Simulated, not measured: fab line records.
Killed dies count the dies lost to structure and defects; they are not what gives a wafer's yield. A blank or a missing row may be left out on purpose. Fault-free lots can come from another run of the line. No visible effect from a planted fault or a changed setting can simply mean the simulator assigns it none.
fab line records	flow nand-harc
record lots=24	wafers=72	last-day=25
route steps=1159 shown A_CONTACT@920 A_BLC@981 A_M0@1005
lots that met no fault: from a run of the same line without faults
start-h: hours from the record's first day to the start of the lot's first wafer shown	wait-h: hours since the lot's step before	" identical to the entry in the row above	L1.1+2: a row that stands for several wafers	- value missing, or start not given	* or withheld: withheld	< > ~ a bound
route shown NAME@n: a module of which the file shows steps, and the number in the route of the first	usual: mean and standard deviation over wafers with no fault	same: alike in all rows	chamber/n: place in a boat	sites: readings site by site	_std_site: standard deviation across them	_edge_site: outer sites' mean less inner sites'	radius-mm: how far each site lies from the wafer's centre	mask NAME#n: copy n	behind: tool/chamber where the wafer was last shaped	hold: why the lot went on hold/how many hours it stayed there/how the hold came to an end	device: the n, p or np transistor that did not switch	end of line: tests of these same wafers at the route's end	for a step that has no rows: nothing shown but its recipe	killed: not the wafer's yield, but the dies lost to structure and defects at the first sort	map: shows each die of a wafer: x if killed, . if not, _ if none is there
set.NAME: setting as actually run; set.NAME@STEP: the setting as run at that earlier step	model.NAME: the simulator's own value behind a step, which no gauge read
the route's steps for a sample of lots (tables are steps, rows are wafers)
services: the hour from which a tool's chamber was out of use, counted from the record's first day as start-h (under 0 if before that day), plus the number of hours and why
## steps
# step NHARC_A_CONTACT_ETCH_106
# recipe target-depth-a=600	overetch-a=60	time-s=33	ion-energy-ev=100	cf4-flow-sccm=80	o2-flow-sccm=20	ar-flow-sccm=0	rf-w=300	bias-w=100	chemistry=CF4/O2
# usual drypump-motor-current-A=5.97/0.22	oes-product-au=1.000/0.0079	rf-vpp-V=197.6/1.4	showerhead-plenum-p-Torr=1.33/0.058	throttle-valve-pct=13.399/0.0098
lot.wafer	tool	chamber	start-h	wait-h	drypump-motor-current-A	oes-product-au	rf-hours-counter-h	rf-vpp-V	showerhead-plenum-p-Torr	throttle-valve-pct
L074.2	rie-diel-01	2	390.38	0.1	5.70	0.997	29	196.8	1.25	13.391
L074.3	"	0	"	"	5.71	1.003	26	196.8	1.24	13.408
L074.4	"	1	"	"	6.10	0.994	26	198.1	1.38	13.392
L077.2	rie-diel-02	1	391.29	0.1	6.22	1.009	10	199.8	1.41	13.416
L077.4	"	2	"	"	6.01	1.014	10	197.6	1.29	13.398
L077.6	"	2	"	"	6.04	1.010	-	198.8	1.29	13.400
L075.2	rie-diel-02	3	395.39	0.1	5.99	0.997	10	195.7	1.29	13.396
L075.6	"	1	"	"	6.22	1.005	-	199.1	1.41	13.396
L075.5	"	2	"	"	6.05	1.022	-	196.1	1.29	13.380
L076.3	rie-diel-12	1	401.90	0.1	5.80	1.005	3	196.4	1.25	13.394
L076.2	"	2	"	"	5.55	1.001	3	198.1	1.32	13.386
L076.5	"	3	"	"	6.18	1.007	-	198.8	1.39	13.401
L078.4	rie-diel-12	2	404.19	0.1	5.57	0.992	4	195.6	1.32	13.405
L078.3	"	3	"	"	6.20	1.008	4	198.0	1.39	13.399
L078.2	"	1	"	"	5.81	0.997	3	196.4	1.25	13.409
L079.3	rie-diel-01	3	417.85	0.0	5.58	1.009	40	199.0	1.42	13.394
L079.1	"	1	"	"	6.11	1.004	37	198.1	1.38	13.398
L079.5	"	3	"	"	5.57	1.009	-	199.1	1.42	13.409
L081.3	rie-diel-02	3	420.73	0.1	6.00	0.991	15	197.0	1.28	13.394
L081.1	"	0	"	"	6.03	1.001	13	196.7	1.31	13.411
L081.5	"	1	"	"	6.21	0.998	-	199.1	1.41	13.407
L082.4	rie-diel-01	1	423.16	0.1	6.11	0.991	39	197.6	1.38	13.426
L082.1	"	2	"	"	5.70	0.997	43	194.9	1.25	13.420
L082.5	"	0	"	"	5.71	1.005	-	194.2	1.24	13.395
L080.3	rie-diel-02	1	425.89	0.1	6.22	0.998	17	198.2	1.40	13.389
L080.2	"	0	"	"	6.00	0.994	13	197.2	1.31	13.408
L080.6	"	1	"	"	6.21	0.999	-	198.3	1.41	13.385
L084.2	rie-diel-02	0	436.14	0.1	6.01	1.009	15	197.9	1.31	13.393
L084.3	"	1	"	"	6.22	1.012	19	198.3	1.40	13.407
L084.1	"	2	"	"	6.03	1.010	17	196.6	1.29	13.402
L083.1	rie-diel-12	1	436.99	0.1	5.80	0.982	10	195.7	1.25	13.383
L083.5	"	0	"	"	6.14	0.992	-	198.4	1.33	13.400
L083.6	"	1	"	"	5.80	0.985	-	195.9	1.25	13.416
L086.1	rie-diel-12	2	450.87	0.1	5.55	1.001	18	196.4	1.31	13.381
L086.2	"	0	"	"	6.11	1.003	21	197.2	1.33	13.404
L086.6	"	3	"	"	6.21	1.007	-	200.3	1.38	13.395
L085.3	rie-diel-02	1	451.65	0.1	6.24	1.006	23	200.2	1.40	13.407
L085.1	"	2	"	"	6.02	1.000	20	196.8	1.29	13.393
L085.6	"	2	"	"	6.07	1.011	-	196.4	1.29	13.401
L088.2	rie-diel-02	1	455.06	0.1	6.22	1.005	23	199.7	1.40	13.389
L088.3	"	2	"	"	6.05	1.003	21	197.2	1.29	13.407
L088.1	"	0	"	"	6.00	1.004	19	196.9	1.31	13.394
L087.1	rie-diel-12	0	460.57	0.1	6.09	0.998	24	198.0	1.33	13.395
L087.4	"	1	"	"	5.77	0.997	17	195.7	1.25	13.410
L087.2	"	3	"	"	6.19	1.004	24	197.8	1.38	13.397
L089.3	rie-diel-02	3	466.60	0.1	6.00	0.988	21	196.7	1.28	13.390
L089.1	"	0	"	"	6.00	0.994	22	197.3	1.31	13.408
L089.6	"	2	"	"	6.07	1.002	-	197.8	1.29	13.398
L094.3	rie-diel-02	2	482.14	0.0	6.03	1.007	27	195.6	1.29	13.405
L094.1	"	3	"	"	5.96	0.981	24	197.6	1.28	13.403
L094.2	"	0	"	"	5.99	0.995	25	198.0	1.31	13.404
L090.3	rie-diel-12	3	484.48	0.1	6.22	0.992	33	198.3	1.38	13.393
L090.4	"	1	"	"	5.77	0.982	27	194.9	1.25	13.405
L090.6	"	2	"	"	5.57	0.993	-	197.1	1.31	13.421
L095.2	rie-diel-02	1	488.26	0.1	6.22	0.998	32	199.8	1.40	13.386
L095.3	"	0	"	"	6.02	1.007	27	198.7	1.31	13.412
L095.6	"	2	"	"	6.04	1.010	-	196.8	1.29	13.383
L092.3	rie-diel-12	0	490.09	0.1	6.12	0.988	35	197.5	1.32	13.393
L092.6	"	3	"	"	6.19	1.007	-	200.0	1.38	13.400
L092.5	"	0	"	"	6.14	0.996	-	196.7	1.32	13.398
L091.3	rie-diel-02	3	496.08	0.1	6.03	0.995	28	195.9	1.28	13.400
L091.6	"	2	"	"	6.05	0.997	-	196.2	1.29	13.397
L091.5	"	3	"	"	5.97	0.986	-	197.6	1.28	13.412
L093.2	rie-diel-02	3	497.05	0.1	5.99	0.996	28	195.6	1.28	13.407
L093.3	"	0	"	"	6.02	1.003	29	196.8	1.31	13.411
L093.6	"	3	"	"	5.98	0.990	-	196.7	1.28	13.410
L096.3	rie-diel-12	1	501.59	0.1	5.81	1.003	32	194.6	1.24	13.389
L096.2	"	2	"	"	5.58	0.997	35	196.7	1.31	13.403
L096.1	"	3	"	"	6.18	1.006	37	198.4	1.38	13.388
L097.2	rie-diel-01	3	535.56	0.2	5.59	0.998	10	199.9	1.41	13.408
L097.3	"	1	"	"	6.11	1.004	12	198.4	1.37	13.396
L097.6	"	3	"	"	5.59	0.995	-	199.6	1.41	13.393
# step NHARC_A_CONTACT_CD_MEAS_15
# usual cd-nm=90.1/0.47
lot.wafer	tool	chamber	start-h	wait-h	cd-nm
L074.2	cd-sem-02	-	395.80	-	90.8
L074.3	"	-	"	"	90.7
L074.4	"	-	"	"	90.3
L077.2	cd-sem-03	-	399.55	-	90.5
L077.4	"	-	"	"	90.3
L077.6	"	-	"	"	89.8
L075.2	cd-sem-01	-	400.69	-	90.7
L075.5	"	-	"	"	90.2
L075.6	"	-	"	"	91.0
L076.2	cd-sem-01	-	407.14	-	90.9
L076.3	"	-	"	"	90.6
L076.5	"	-	"	"	90.6
L078.2	cd-sem-03	-	410.47	-	90.4
L078.3	"	-	"	"	89.9
L078.4	"	-	"	"	89.4
L079.1	cd-sem-01	-	423.64	-	89.7
L079.3	"	-	"	"	89.8
L079.5	"	-	"	"	89.0
L081.1	cd-sem-03	-	426.64	-	90.0
L081.3	"	-	"	"	90.3
L081.5	"	-	"	"	89.7
L082.1	cd-sem-03	-	429.26	-	90.7
L082.4	"	-	"	"	90.1
L082.5	"	-	"	"	90.4
L080.2	cd-sem-02	-	431.58	-	89.6
L080.3	"	-	"	"	89.6
L080.6	"	-	"	"	89.5
L084.1	cd-sem-02	-	443.33	-	90.0
L084.2	"	-	"	"	90.1
L084.3	"	-	"	"	89.3
L083.1	cd-sem-02	-	444.19	-	89.8
L083.5	"	-	"	"	89.7
L083.6	"	-	"	"	90.2
L086.1	cd-sem-01	-	458.84	-	90.3
L086.2	"	-	"	"	90.5
L086.6	"	-	"	"	90.3
L085.1	cd-sem-03	-	460.33	-	89.6
L085.3	"	-	"	"	89.5
L085.6	"	-	"	"	89.8
L088.1	cd-sem-03	-	461.60	-	89.6
L088.2	"	-	"	"	90.1
L088.3	"	-	"	"	90.3
L087.1	cd-sem-02	-	466.22	-	89.5
L087.2	"	-	"	"	89.8
L087.4	"	-	"	"	89.8
L089.1	cd-sem-02	-	474.08	-	90.2
L089.3	"	-	"	"	90.4
L089.6	"	-	"	"	90.7
L094.1	cd-sem-03	-	490.43	-	90.2
L094.2	"	-	"	"	90.4
L094.3	"	-	"	"	89.8
L090.3	cd-sem-03	-	493.50	-	90.3
L090.4	"	-	"	"	91.0
L090.6	"	-	"	"	90.0
L095.2	cd-sem-02	-	494.57	-	89.4
L095.3	"	-	"	"	90.1
L095.6	"	-	"	"	89.3
L092.3	cd-sem-01	-	497.82	-	90.6
L092.5	"	-	"	"	90.7
L092.6	"	-	"	"	90.6
L091.3	cd-sem-03	-	503.23	-	89.8
L091.5	"	-	"	"	89.4
L091.6	"	-	"	"	90.0
L093.2	cd-sem-03	-	505.14	-	90.6
L093.3	"	-	"	"	90.7
L093.6	"	-	"	"	90.8
L096.1	cd-sem-03	-	506.80	-	90.2
L096.2	"	-	"	"	89.9
L096.3	"	-	"	"	90.7
L097.2	cd-sem-03	-	542.85	-	90.4
L097.3	"	-	"	"	89.4
L097.6	"	-	"	"	90.5
# step NHARC_A_BLC_CD_MEAS_19
# usual cd-nm=99.8/1.7
lot.wafer	tool	chamber	start-h	wait-h	cd-nm
L074.2	cd-sem-02	-	408.69	-	102.8
L074.3	"	-	"	"	101.6
L074.4	"	-	"	"	101.3
L077.2	cd-sem-01	-	409.37	-	97.7
L077.4	"	-	"	"	99.2
L077.6	"	-	"	"	100.6
L075.2	cd-sem-03	-	410.26	-	98.9
L075.5	"	-	"	"	99.0
L075.6	"	-	"	"	97.3
L076.2	cd-sem-03	-	416.77	-	98.9
L076.3	"	-	"	"	99.9
L076.5	"	-	"	"	98.2
L078.2	cd-sem-02	-	417.96	-	95.2
L078.3	"	-	"	"	98.0
L078.4	"	-	"	"	98.0
L079.1	cd-sem-02	-	428.87	-	100.8
L079.3	"	-	"	"	101.9
L079.5	"	-	"	"	99.9
L081.1	cd-sem-01	-	430.87	-	100.1
L081.3	"	-	"	"	103.9
L081.5	"	-	"	"	101.6
L082.1	cd-sem-01	-	437.44	-	100.7
L082.4	"	-	"	"	97.8
L082.5	"	-	"	"	100.6
L080.2	cd-sem-02	-	438.62	-	98.3
L080.3	"	-	"	"	97.6
L080.6	"	-	"	"	98.1
L084.1	cd-sem-03	-	447.96	-	98.4
L084.2	"	-	"	"	100.9
L084.3	"	-	"	"	98.6
L083.1	cd-sem-03	-	449.09	-	97.3
L083.5	"	-	"	"	99.3
L083.6	"	-	"	"	97.8
L086.1	cd-sem-02	-	463.26	-	99.1
L086.2	"	-	"	"	101.0
L086.6	"	-	"	"	101.0
L085.1	cd-sem-01	-	468.43	-	100.3
L085.3	"	-	"	"	100.2
L085.6	"	-	"	"	101.4
L088.1	cd-sem-03	-	469.10	-	100.1
L088.2	"	-	"	"	97.8
L088.3	"	-	"	"	101.0
L087.1	cd-sem-03	-	470.35	-	101.6
L087.2	"	-	"	"	101.3
L087.4	"	-	"	"	100.1
L089.1	cd-sem-03	-	485.54	-	98.4
L089.3	"	-	"	"	101.4
L089.6	"	-	"	"	97.5
L094.1	cd-sem-01	-	494.92	-	99.0
L094.2	"	-	"	"	97.6
L094.3	"	-	"	"	101.6
L090.3	cd-sem-01	-	498.12	-	100.2
L090.4	"	-	"	"	100.1
L090.6	"	-	"	"	99.7
L095.2	cd-sem-03	-	498.79	-	103.3
L095.3	"	-	"	"	100.0
L095.6	"	-	"	"	101.0
L092.3	cd-sem-01	-	502.13	-	98.0
L092.5	"	-	"	"	99.5
L092.6	"	-	"	"	98.9
L091.3	cd-sem-02	-	510.48	-	103.3
L091.5	"	-	"	"	102.1
L091.6	"	-	"	"	102.3
L093.2	cd-sem-02	-	511.67	-	100.1
L093.3	"	-	"	"	101.7
L093.6	"	-	"	"	102.9
L096.1	cd-sem-03	-	511.74	-	98.7
L096.2	"	-	"	"	99.1
L096.3	"	-	"	"	100.7
L097.2	cd-sem-03	-	549.92	-	97.4
L097.3	"	-	"	"	101.2
L097.6	"	-	"	"	101.4
# step NHARC_A_BLC_CVD_24
# recipe target-thk-a=1500	temp-c=300	pressure-torr=40	wf6-flow-sccm=40	h2-flow-sccm=1600	ar-flow-sccm=1560	time-s=434	material=W
# usual heater-power-w=454/19	throttle-valve-pct=7.7/0.31
lot.wafer	tool	chamber	start-h	wait-h	heater-power-w	throttle-valve-pct
L074.2	cvd-w-01	1	-	-	450	7.7
L074.3	"	0	"	"	438	7.6
L074.4	"	1	"	"	453	7.5
L077.2	cvd-w-02	0	-	-	484	7.4
L077.4	"	0	"	"	492	7.5
L077.6	"	1	"	"	433	7.9
L075.2	cvd-w-01	0	-	-	456	7.7
L075.6	"	0	"	"	453	7.9
L075.5	"	1	"	"	455	7.6
L076.2	cvd-w-01	1	-	-	435	7.6
L076.3	"	1	"	"	441	7.7
L076.5	"	0	"	"	452	7.6
L078.2	cvd-w-02	0	-	-	485	7.6
L078.3	"	1	"	"	434	8.1
L078.4	"	0	"	"	467	7.8
L079.1	cvd-w-02	1	-	-	434	8.3
L079.3	"	1	"	"	420	7.9
L079.5	"	1	"	"	428	8.2
L081.1	cvd-w-02	0	-	-	482	7.4
L081.3	"	0	"	"	493	7.5
L081.5	"	0	"	"	484	7.6
L082.1	cvd-w-01	0	-	-	455	7.4
L082.4	"	0	"	"	452	7.9
L082.5	"	1	"	"	455	7.5
L080.2	cvd-w-01	1	-	-	444	7.7
L080.3	"	0	"	"	450	7.7
L080.6	"	1	"	"	451	8.1
L084.1	cvd-w-02	0	-	-	483	7.6
L084.2	"	1	"	"	437	8.2
L084.3	"	0	"	"	485	7.7
L083.1	cvd-w-01	0	-	-	452	7.7
L083.6	"	0	"	"	441	8.1
L083.5	"	1	"	"	456	7.5
L086.1	cvd-w-01	1	-	-	436	7.5
L086.2	"	0	"	"	451	7.8
L086.6	"	0	"	"	451	7.8
L085.1	cvd-w-02	0	-	-	485	7.6
L085.3	"	1	"	"	428	8.3
L085.6	"	1	"	"	416	8.4
L088.1	cvd-w-01	1	-	-	450	7.4
L088.2	"	0	"	"	447	7.5
L088.3	"	1	"	"	445	7.6
L087.1	cvd-w-02	1	-	-	422	8.4
L087.2	"	0	"	"	486	7.6
L087.4	"	1	"	"	426	8.2
L089.1	cvd-w-01	0	-	-	457	7.6
L089.3	"	1	"	"	462	7.6
L089.6	"	1	"	"	466	7.7
L094.1	cvd-w-01	1	-	-	469	7.5
L094.2	"	0	"	"	474	7.5
L094.3	"	1	"	"	464	7.7
L090.4	cvd-w-02	0	-	-	492	7.4
L090.3	"	1	"	"	422	8.3
L090.6	"	1	"	"	436	8.1
L095.2	cvd-w-02	1	-	-	422	8.2
L095.3	"	1	"	"	431	8.3
L095.6	"	0	"	"	489	7.7
L092.3	cvd-w-01	1	-	-	475	7.5
L092.5	"	0	"	"	446	7.5
L092.6	"	1	"	"	480	7.5
L091.3	cvd-w-01	1	-	-	474	7.5
L091.5	"	1	"	"	472	7.5
L091.6	"	0	"	"	472	7.5
L093.2	cvd-w-01	0	-	-	460	7.7
L093.3	"	1	"	"	466	7.5
L093.6	"	1	"	"	462	7.5
L096.1	cvd-w-01	0	-	-	454	7.5
L096.2	"	1	"	"	476	7.4
L096.3	"	1	"	"	463	7.2
L097.2	cvd-w-02	1	-	-	433	8.6
L097.3	"	1	"	"	434	8.2
L097.6	"	1	"	"	422	8.1
# step NHARC_A_BLC_INSPECT_28
# usual raw-defect-count=435/120
lot.wafer	tool	chamber	start-h	wait-h	raw-defect-count
L074.2	defect-inspect-02	-	415.47	0.1	466
L074.3	"	-	"	"	411
L074.4	"	-	"	"	343
L077.2	defect-inspect-01	-	415.63	0.1	349
L077.4	"	-	"	"	333
L077.6	"	-	"	"	281
L075.2	defect-inspect-01	-	415.91	0.1	396
L075.5	"	-	"	"	289
L075.6	"	-	"	"	642
L076.2	defect-inspect-01	-	421.30	0.1	481
L076.3	"	-	"	"	280
L076.5	"	-	"	"	271
L078.2	defect-inspect-01	-	421.59	0.1	436
L078.3	"	-	"	"	460
L078.4	"	-	"	"	426
L079.1	defect-inspect-01	-	435.12	0.1	629
L079.3	"	-	"	"	313
L079.5	"	-	"	"	372
L081.1	defect-inspect-02	-	436.29	0.1	489
L081.3	"	-	"	"	348
L081.5	"	-	"	"	506
L082.1	defect-inspect-01	-	440.57	0.1	412
L082.4	"	-	"	"	318
L082.5	"	-	"	"	290
L080.2	defect-inspect-02	-	440.99	0.1	267
L080.3	"	-	"	"	312
L080.6	"	-	"	"	389
L084.1	defect-inspect-01	-	451.97	0.1	603
L084.2	"	-	"	"	540
L084.3	"	-	"	"	678
L083.1	defect-inspect-02	-	454.27	0.1	889
L083.5	"	-	"	"	476
L083.6	"	-	"	"	558
L086.1	defect-inspect-02	-	467.10	0.1	491
L086.2	"	-	"	"	462
L086.6	"	-	"	"	362
L085.1	defect-inspect-01	-	473.08	0.1	451
L085.3	"	-	"	"	473
L085.6	"	-	"	"	443
L088.1	defect-inspect-02	-	473.47	0.1	391
L088.2	"	-	"	"	513
L088.3	"	-	"	"	584
L087.1	defect-inspect-02	-	482.68	0.1	382
L087.2	"	-	"	"	290
L087.4	"	-	"	"	418
L089.1	defect-inspect-01	-	491.75	0.1	362
L089.3	"	-	"	"	373
L089.6	"	-	"	"	447
L094.1	defect-inspect-02	-	496.91	0.1	356
L094.2	"	-	"	"	410
L094.3	"	-	"	"	362
L090.3	defect-inspect-01	-	500.13	0.1	617
L090.4	"	-	"	"	687
L090.6	"	-	"	"	569
L095.2	defect-inspect-01	-	500.84	0.1	275
L095.3	"	-	"	"	271
L095.6	"	-	"	"	444
L092.3	defect-inspect-01	-	508.34	0.1	425
L092.5	"	-	"	"	313
L092.6	"	-	"	"	419
L091.3	defect-inspect-01	-	515.17	0.1	436
L091.5	"	-	"	"	630
L091.6	"	-	"	"	444
L093.2	defect-inspect-02	-	519.90	0.1	467
L093.3	"	-	"	"	305
L093.6	"	-	"	"	394
L096.1	defect-inspect-02	-	520.34	0.1	400
L096.2	"	-	"	"	368
L096.3	"	-	"	"	317
L097.2	defect-inspect-02	-	555.22	0.1	595
L097.3	"	-	"	"	361
L097.6	"	-	"	"	462
# step NHARC_A_M0_OVL_MEAS_10
# recipe pitch-nm=160
# usual overlay-x-nm=0.0/0.72	overlay-y-nm=-0.1/0.84
lot.wafer	tool	chamber	start-h	wait-h	overlay-x-nm	overlay-y-nm
L074.2	overlay-01	-	416.46	-	0.1	-0.4
L074.3	"	-	"	"	0.4	-0.8
L074.4	"	-	"	"	0.3	-0.3
L077.2	overlay-02	-	416.62	-	-0.8	-0.2
L077.4	"	-	"	"	-0.1	-0.8
L077.6	"	-	"	"	-0.5	-0.2
L075.2	overlay-01	-	416.91	-	-0.1	-1.3
L075.5	"	-	"	"	-0.5	-1.0
L075.6	"	-	"	"	-0.3	-1.4
L076.2	overlay-01	-	422.16	-	0.0	0.8
L076.3	"	-	"	"	-0.2	1.1
L076.5	"	-	"	"	-0.3	0.8
L078.2	overlay-02	-	422.58	-	0.7	-1.1
L078.3	"	-	"	"	0.6	-1.0
L078.4	"	-	"	"	1.3	-1.3
L079.1	overlay-02	-	435.98	-	-0.3	0.0
L079.3	"	-	"	"	-0.5	-0.8
L079.5	"	-	"	"	0.2	-0.4
L081.1	overlay-01	-	437.59	-	-0.7	-0.6
L081.3	"	-	"	"	-0.7	-0.9
L081.5	"	-	"	"	-1.1	-0.7
L082.1	overlay-02	-	441.55	-	0.2	-0.8
L082.4	"	-	"	"	0.3	-0.2
L082.5	"	-	"	"	0.3	-0.1
L080.2	overlay-02	-	441.97	-	-0.8	0.0
L080.3	"	-	"	"	-1.1	0.6
L080.6	"	-	"	"	-0.8	0.4
L084.1	overlay-01	-	452.97	-	-0.8	1.7
L084.2	"	-	"	"	-0.8	1.5
L084.3	"	-	"	"	-0.6	1.4
L083.1	overlay-01	-	455.42	-	0.1	-0.7
L083.5	"	-	"	"	0.2	-0.9
L083.6	"	-	"	"	-0.1	-0.8
L086.1	overlay-02	-	467.96	-	0.3	0.5
L086.2	"	-	"	"	0.5	0.9
L086.6	"	-	"	"	0.6	1.0
L085.1	overlay-01	-	474.07	-	-0.2	0.9
L085.3	"	-	"	"	-0.2	0.0
L085.6	"	-	"	"	-1.1	0.4
L088.1	overlay-01	-	474.47	-	0.8	0.1
L088.2	"	-	"	"	0.5	0.1
L088.3	"	-	"	"	0.1	-0.1
L087.1	overlay-02	-	483.55	-	1.7	0.7
L087.2	"	-	"	"	1.5	0.7
L087.4	"	-	"	"	1.8	0.7
L089.1	overlay-02	-	492.76	-	-0.3	1.3
L089.3	"	-	"	"	-0.2	1.1
L089.6	"	-	"	"	-0.2	1.1
L094.1	overlay-01	-	497.90	-	-0.3	1.5
L094.2	"	-	"	"	-0.3	1.4
L094.3	"	-	"	"	-0.7	1.5
L090.3	overlay-02	-	501.12	-	0.7	0.2
L090.4	"	-	"	"	0.4	0.0
L090.6	"	-	"	"	0.7	-0.3
L095.2	overlay-02	-	501.70	-	0.9	0.4
L095.3	"	-	"	"	0.6	-0.1
L095.6	"	-	"	"	0.1	0.2
L092.3	overlay-01	-	509.33	-	-1.2	-0.8
L092.5	"	-	"	"	-1.1	-0.8
L092.6	"	-	"	"	-0.9	-0.1
L091.3	overlay-02	-	516.17	-	1.3	-0.2
L091.5	"	-	"	"	0.8	-0.5
L091.6	"	-	"	"	0.9	0.2
L093.2	overlay-01	-	520.76	-	-0.2	-1.1
L093.3	"	-	"	"	-0.2	-0.8
L093.6	"	-	"	"	-0.4	-1.0
L096.1	overlay-02	-	521.32	-	-1.3	-1.5
L096.2	"	-	"	"	-0.4	-1.4
L096.3	"	-	"	"	-0.8	-1.5
L097.2	overlay-01	-	556.21	-	0.8	-0.9
L097.3	"	-	"	"	1.0	0.0
L097.6	"	-	"	"	1.3	-0.3
## services
tool	chamber	start-h	hours	kind
rie-diel-12	-	380.36	9.0	pm
cvd-w-02	-	381.37	13.0	pm
rie-diel-02	0	385.83	-	clean
rie-diel-02	1	385.83	-	clean
rie-diel-02	2	385.83	-	clean
rie-diel-02	3	385.83	-	clean
cvd-w-01	-	393.28	0.3	repair
rie-diel-12	1	404.57	12.5	repair
rie-diel-02	0	410.33	-	clean
rie-diel-02	1	410.33	-	clean
rie-diel-02	2	410.33	-	clean
rie-diel-02	3	410.33	-	clean
rie-diel-02	2	421.46	9.2	repair
rie-diel-02	3	431.41	25.1	repair
rie-diel-01	-	465.37	0.4	repair
cvd-w-01	-	477.28	13.0	pm
cvd-w-01	0	477.28	13.0	vent-cycle
cvd-w-01	1	477.28	13.0	vent-cycle
rie-diel-12	-	477.69	0.4	repair
rie-diel-01	1	482.87	4.4	repair
cvd-w-01	0	490.28	-	clean
cvd-w-01	1	490.28	-	clean
rie-diel-01	-	491.82	9.0	pm
rie-diel-02	-	504.83	9.0	pm
## key
fault none
